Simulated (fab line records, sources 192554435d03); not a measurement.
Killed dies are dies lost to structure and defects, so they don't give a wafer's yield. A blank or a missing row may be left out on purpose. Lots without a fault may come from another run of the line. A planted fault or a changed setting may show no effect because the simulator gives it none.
Which tool did it? | flow n5_finfet | 24 lots, 72 wafers sampled, at 3 steps of a route of 1938

WHAT THE GAUGES READ, wafer by wafer
N5_BEOL_M3_CD_MEAS_35: target cd 18 nm, target cd y 21 nm.
lot  | measured     | on        | cd_nm (nm)
L074 | day 8 12:09  | cd_sem-02 | 17.6 18.1 18.2
L075 | day 8 17:59  | cd_sem-02 | 17.9 17.7 18.4
L076 | day 8 21:02  | cd_sem-01 | 17.6 17.4 17.5
L077 | day 8 21:24  | cd_sem-03 | 18.1 17.7 18.1
L079 | day 8 21:32  | cd_sem-01 | 18.1 18.3 18.7
L080 | day 8 21:43  | cd_sem-03 | 18.8 18.3 17.8
L078 | day 9 01:40  | cd_sem-01 | 17.7 18.5 17.8
L081 | day 9 03:55  | cd_sem-03 | 17.5 17.8 17.9
L082 | day 9 03:56  | cd_sem-01 | 17.9 17.6 17.9
L083 | day 10 15:27 | cd_sem-01 | 18.0 18.4 17.6
L084 | day 10 16:42 | cd_sem-01 | 17.7 17.3 18.0
L085 | day 10 17:10 | cd_sem-02 | 17.6 18.2 17.9
L086 | day 10 20:26 | cd_sem-02 | 17.6 17.7 17.7
L087 | day 11 10:07 | cd_sem-03 | 18.3 18.6 19.0
L088 | day 11 10:14 | cd_sem-03 | 17.9 17.6 18.5
L089 | day 11 21:17 | cd_sem-02 | 17.7 17.4 18.1
L090 | day 12 00:38 | cd_sem-01 | 17.7 17.6 17.5
L091 | day 12 07:35 | cd_sem-03 | 18.8 18.1 17.8
L092 | day 12 14:38 | cd_sem-01 | 18.0 17.9 18.5
L093 | day 12 18:15 | cd_sem-01 | 18.4 17.7 17.8
L094 | day 13 01:22 | cd_sem-02 | 18.4 17.2 18.2
L095 | day 13 04:40 | cd_sem-03 | 18.1 17.7 18.3
L097 | day 13 07:46 | cd_sem-01 | 17.5 17.8 18.7
L096 | day 13 07:49 | cd_sem-02 | 17.5 17.5 18.1

WHICH TOOL RAN EACH LOT (tool, then ch and the chambers of the sampled wafers, then the start)
lot  | N5_BEOL_M3_ETCHBACK_99             | N5_BEOL_M3_ETCH_41
L074 | rie_diel-04 ch 1,2, day 8 11:36    | rie_diel-04 ch 1,2, day 8 12:09 or earlier
L075 | rie_diel-04 ch 0,1,3, day 8 17:27  | rie_diel-04 ch 0,1,3, day 8 17:59 or earlier
L076 | rie_diel-02 ch 0,1, day 8 20:29    | rie_diel-02 ch 0,1, day 8 21:02 or earlier
L077 | rie_diel-02 ch 0,1,2, day 8 20:52  | rie_diel-02 ch 0,1,2, day 8 21:24 or earlier
L079 | rie_diel-04 ch 0,1,3, day 8 20:59  | rie_diel-04 ch 0,1,3, day 8 21:32 or earlier
L080 | rie_diel-05 ch 2,3, day 8 21:11    | rie_diel-05 ch 2,3, day 8 21:43 or earlier
L078 | rie_diel-04 ch 0,2, day 9 01:08    | rie_diel-04 ch 0,2, day 9 01:40 or earlier
L081 | rie_diel-02 ch 0,1,2, day 9 03:22  | rie_diel-02 ch 0,1,2, day 9 03:55 or earlier
L082 | rie_diel-05 ch 0,3, day 9 03:23    | rie_diel-05 ch 0,3, day 9 03:56 or earlier
L083 | rie_diel-02 ch 2,3, day 10 14:08   | rie_diel-02 ch 2,3, day 10 15:27 or earlier
L084 | rie_diel-05 ch 0,2,3, day 10 16:10 | rie_diel-05 ch 0,2,3, day 10 16:42 or earlier
L085 | rie_diel-05 ch 0,1, day 10 16:38   | rie_diel-05 ch 0,1, day 10 17:10 or earlier
L086 | rie_diel-02 ch 0,2,3, day 10 19:54 | rie_diel-02 ch 0,2,3, day 10 20:26 or earlier
L087 | rie_diel-04 ch 0,3, day 11 09:34   | rie_diel-04 ch 0,3, day 11 10:07 or earlier
L088 | rie_diel-05 ch 0,1,2, day 11 09:42 | rie_diel-05 ch 0,1,2, day 11 10:14 or earlier
L089 | rie_diel-04 ch 0,2, day 11 20:44   | rie_diel-04 ch 0,2, day 11 21:17 or earlier
L090 | rie_diel-05 ch 0,2, day 12 00:06   | rie_diel-05 ch 0,2, day 12 00:38 or earlier
L091 | rie_diel-05 ch 0,1, day 12 07:02   | rie_diel-05 ch 0,1, day 12 07:35 or earlier
L092 | rie_diel-05 ch 0,2,3, day 12 13:59 | rie_diel-05 ch 0,2,3, day 12 14:38 or earlier
L093 | rie_diel-05 ch 1,2, day 12 17:42   | rie_diel-05 ch 1,2, day 12 18:15 or earlier
L094 | rie_diel-02 ch 0,1,3, day 13 00:49 | rie_diel-02 ch 0,1,3, day 13 01:22 or earlier
L095 | rie_diel-04 ch 1,2, day 13 04:07   | rie_diel-04 ch 1,2, day 13 04:40 or earlier
L097 | rie_diel-05 ch 1,2, day 13 07:13   | rie_diel-05 ch 1,2, day 13 07:46 or earlier
L096 | rie_diel-02 ch 0,1,2, day 13 07:16 | rie_diel-02 ch 0,1,2, day 13 07:49 or earlier
- N5_BEOL_M3_ETCHBACK_99: etches SiO2 in CHF3, target depth 5 nm, time 10.4 s.
- N5_BEOL_M3_ETCH_41: etches SiCN in CH3F/O2, target depth 29.9 nm, time 52.5 s.

WHAT THE TOOLS THEMSELVES READ (means of the sampled wafers that have a number; where no wafer has one, the mark that the record gives instead)
N5_BEOL_M3_ETCHBACK_99.
lot  | tool        | CHF3_flow_sccm (sccm) | drypump_motor_current_A (A) | oes_ar_750_au (a.u.) | oes_product_au (a.u.) | rf_vpp_V (V) | showerhead_plenum_p_Torr (Torr) | throttle_valve_pct (%)
L074 | rie_diel-04 | 11.95                 | 5.8                         | 0.70                 | 0.70                  | 243.1        | 2.20                            | 17.08
L075 | rie_diel-04 | 12.01                 | 5.7                         | 0.71                 | 0.71                  | 244.4        | 2.14                            | 17.27
L076 | rie_diel-02 | 11.99                 | 5.7                         | 0.68                 | 0.68                  | 241.3        | 2.16                            | 17.12
L077 | rie_diel-02 | 12.02                 | 5.6                         | 0.69                 | 0.68                  | 243.4        | 2.15                            | 17.13
L079 | rie_diel-04 | 12.00                 | 5.7                         | 0.71                 | 0.71                  | 244.2        | 2.14                            | 17.29
L080 | rie_diel-05 | 12.01                 | 6.0                         | 0.81                 | 0.80                  | 240.5        | 2.19                            | 16.96
L078 | rie_diel-04 | 12.01                 | 5.7                         | 0.69                 | 0.68                  | 240.8        | 2.13                            | 17.26
L081 | rie_diel-02 | 12.01                 | 5.6                         | 0.68                 | 0.68                  | 241.8        | 2.15                            | 17.15
L082 | rie_diel-05 | 12.03                 | 6.0                         | 0.86                 | 0.87                  | 246.2        | 2.24                            | 17.05
L083 | rie_diel-02 | 12.02                 | 5.5                         | 0.94                 | 0.94                  | 242.5        | 2.14                            | 16.93
L084 | rie_diel-05 | 11.99                 | 5.9                         | 0.79                 | 0.79                  | 242.4        | 2.19                            | 17.00
L085 | rie_diel-05 | 12.01                 | 5.2                         | 0.76                 | 0.75                  | 242.9        | 2.15                            | 17.00
L086 | rie_diel-02 | 12.03                 | 5.5                         | 0.86                 | 0.87                  | 244.4        | 2.12                            | 16.95
L087 | rie_diel-04 | 12.03                 | 5.6                         | 0.70                 | 0.70                  | 244.7        | 2.06                            | 17.42
L088 | rie_diel-05 | 11.96                 | 5.4                         | 0.76                 | 0.76                  | 241.2        | 2.15                            | 16.95
L089 | rie_diel-04 | 12.01                 | 5.7                         | 0.77                 | 0.77                  | 243.1        | 2.13                            | 17.25
L090 | rie_diel-05 | 12.02                 | 5.5                         | 0.72                 | 0.71                  | 241.6        | 2.14                            | 17.04
L091 | rie_diel-05 | 11.99                 | 5.2                         | 0.75                 | 0.75                  | 242.8        | 2.15                            | 17.01
L092 | rie_diel-05 | 11.99                 | 5.8                         | 0.78                 | 0.77                  | 243.6        | 2.19                            | 17.03
L093 | rie_diel-05 | 11.99                 | 5.6                         | 0.77                 | 0.75                  | 237.7        | 2.15                            | 16.92
L094 | rie_diel-02 | 12.01                 | 5.6                         | 0.83                 | 0.84                  | 241.2        | 2.11                            | 16.94
L095 | rie_diel-04 | 11.97                 | 5.8                         | 0.76                 | 0.78                  | 242.1        | 2.20                            | 16.97
L097 | rie_diel-05 | 12.00                 | 5.4                         | 0.79                 | 0.79                  | 239.2        | 2.17                            | 16.90
L096 | rie_diel-02 | 12.07                 | 5.6                         | 0.84                 | 0.84                  | 242.3        | 2.15                            | 16.85

N5_BEOL_M3_ETCH_41.
lot  | tool        | drypump_motor_current_A (A) | oes_product_au (a.u.) | rf_vpp_V (V) | showerhead_plenum_p_Torr (Torr) | throttle_valve_pct (%)
L074 | rie_diel-04 | 5.8                         | 0.70                  | 298.6        | 2.05                            | 16.31
L075 | rie_diel-04 | 5.7                         | 0.71                  | 297.3        | 1.99                            | 16.54
L076 | rie_diel-02 | 5.6                         | 0.68                  | 296.9        | 2.00                            | 16.40
L077 | rie_diel-02 | 5.6                         | 0.68                  | 297.5        | 2.00                            | 16.40
L079 | rie_diel-04 | 5.7                         | 0.71                  | 296.4        | 1.99                            | 16.54
L080 | rie_diel-05 | 6.0                         | 0.81                  | 297.7        | 2.04                            | 16.20
L078 | rie_diel-04 | 5.7                         | 0.68                  | 297.0        | 1.98                            | 16.51
L081 | rie_diel-02 | 5.6                         | 0.69                  | 298.4        | 2.00                            | 16.40
L082 | rie_diel-05 | 6.0                         | 0.87                  | 299.1        | 2.08                            | 16.29
L083 | rie_diel-02 | 5.6                         | 0.95                  | 297.7        | 1.99                            | 16.16
L084 | rie_diel-05 | 5.8                         | 0.80                  | 299.1        | 2.04                            | 16.26
L085 | rie_diel-05 | 5.3                         | 0.76                  | 297.1        | 2.00                            | 16.24
L086 | rie_diel-02 | 5.5                         | 0.86                  | 297.7        | 1.96                            | 16.19
L087 | rie_diel-04 | 5.6                         | 0.69                  | 296.3        | 1.91                            | 16.68
L088 | rie_diel-05 | 5.4                         | 0.76                  | 297.1        | 2.00                            | 16.19
L089 | rie_diel-04 | 5.7                         | 0.78                  | 296.8        | 1.98                            | 16.49
L090 | rie_diel-05 | 5.5                         | 0.72                  | 297.8        | 1.99                            | 16.29
L091 | rie_diel-05 | 5.2                         | 0.75                  | 296.5        | 2.00                            | 16.26
L092 | rie_diel-05 | 5.8                         | 0.78                  | 297.4        | 2.03                            | 16.28
L093 | rie_diel-05 | 5.6                         | 0.75                  | 297.4        | 2.00                            | 16.16
L094 | rie_diel-02 | 5.6                         | 0.85                  | 295.8        | 1.96                            | 16.21
L095 | rie_diel-04 | 5.8                         | 0.77                  | 297.1        | 2.04                            | 16.22
L097 | rie_diel-05 | 5.4                         | 0.78                  | 298.1        | 2.01                            | 16.13
L096 | rie_diel-02 | 5.6                         | 0.83                  | 297.2        | 1.99                            | 16.10

THE ANSWER, worked out from the rows above alone
Rule: what is usual is taken from the lots themselves. Put in order of their means at a reading, lots are off if they are a third of the lots or fewer, leave a main group of 4 or more, and stand apart from it by a gap of 3 or more times the standard deviation of the main group's means; of several such gaps the widest counts. A main group whose means are all the same, to the digits that the tables above print for the reading, isn't used. A lot without any number at a reading at which 4 lots or more have one is off too. The other lots that the step has rows for count as sound. The gauges are gone through in route order, then the tools' own readings, and for those a lot's mean is taken as printed above. The first step at which some lot is off is used, and at that step the reading that is off furthest; a lot without a number counts as furthest.
No lot is off at any reading shown: from this, nothing can be told.

WHAT THE SIMULATOR HAD PUT IN
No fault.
